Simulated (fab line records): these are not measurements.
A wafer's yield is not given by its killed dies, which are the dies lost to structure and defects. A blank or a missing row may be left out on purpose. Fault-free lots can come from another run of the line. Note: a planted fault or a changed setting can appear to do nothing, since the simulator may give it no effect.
8D (eight disciplines) problem report, filled in by code	flow n5-finfet	the parts of the form that need people (team, actions taken, sign-off) are left out

## 1. THE ISSUE
Wafers without a fault read 165.2 s, standard deviation 0.41; run-length-s at N5_BEOL_M8_CVD_78 reads a mean of 82.9 s on 2 wafers belonging to 2 lots. That is -99 or more standard deviations from the usual mean.
The step: deposits Co from CCTBA/H2, target thk 2 nm, time 142.3 s.
First seen on wafer L247.4, day 11 20:01, on cvd-co-02. Wafers with a number at this step in the record: 32, from 11 lots. Rule for "out", or "out of limits": more than 4 standard deviations from the usual mean. Any other wafer with a number is counted as sound.

## 2. WHAT THIS IS AND IS NOT
question	is	is not
which readings at this step	run-length-s	-
which lots	L247, L249	L240, L241, L243, L245, L255, L256, L257, L258, L261
which wafers of those lots	L247.4, L249.4	L247.1, L247.5, L249.3, L249.5
read on which tools	cvd-co-02	cvd-co-01
when	from day 11 20:01	up to then (14 sound wafers); but 16 sound wafers of L249, L255, L256, L257, L258, L261 came after

## 3. WHAT RULES OUT EACH SUSPECT
Counting: if a tool at a process step up to the reading ran every lot that is out, it stays a suspect. Sound lots after the first of them don't rule it out here, since some wafers of a struck lot are sound.
- cvd-co-02 at N5_BEOL_M8_CVD_78 (deposits Co from CCTBA/H2, target thk 2 nm, time 142.3 s): kept. Every lot that is out went through it, the first being L247 (day 11 20:01); the last sound lot it ran before that was L241 (day 10 19:35). Its own run-length-s readings are out on those wafers.
The count leaves cvd-co-02 at N5_BEOL_M8_CVD_78.

## 4. THE CAUSE (what the simulator had put in)
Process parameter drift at N5_BEOL_M8_CVD_78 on cvd-co-02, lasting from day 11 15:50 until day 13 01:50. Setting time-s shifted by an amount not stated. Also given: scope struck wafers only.
After counting, this tool was the only one left.

## 5. SEQUENCE OF EFFECTS, ordered by route
Each row: a reading where the mean over the struck wafers with a number is more than 3 standard deviations away from the usual. Readings are gone through only where the record gives a usual standard deviation; hours: the median, over the lots, of the time from a lot's start at the first step in this table giving one to that lot's start at this step; sigmas: the change measured in usual standard deviations.
hours	step	reading	usual	on struck wafers	change	sigmas
0	N5_BEOL_M8_CVD_78	run-length-s	165.2 s	82.9	-82.2	-99 or more
It contains these process steps:
- N5_BEOL_M8_CVD_78: deposits Co from CCTBA/H2, target thk 2 nm, time 142.3 s.

## 6. WHAT WOULD HAVE CAUGHT IT SOONER
The fault began at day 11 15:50; the first out-of-limits reading in this record came at day 11 20:01, 4 hours later.
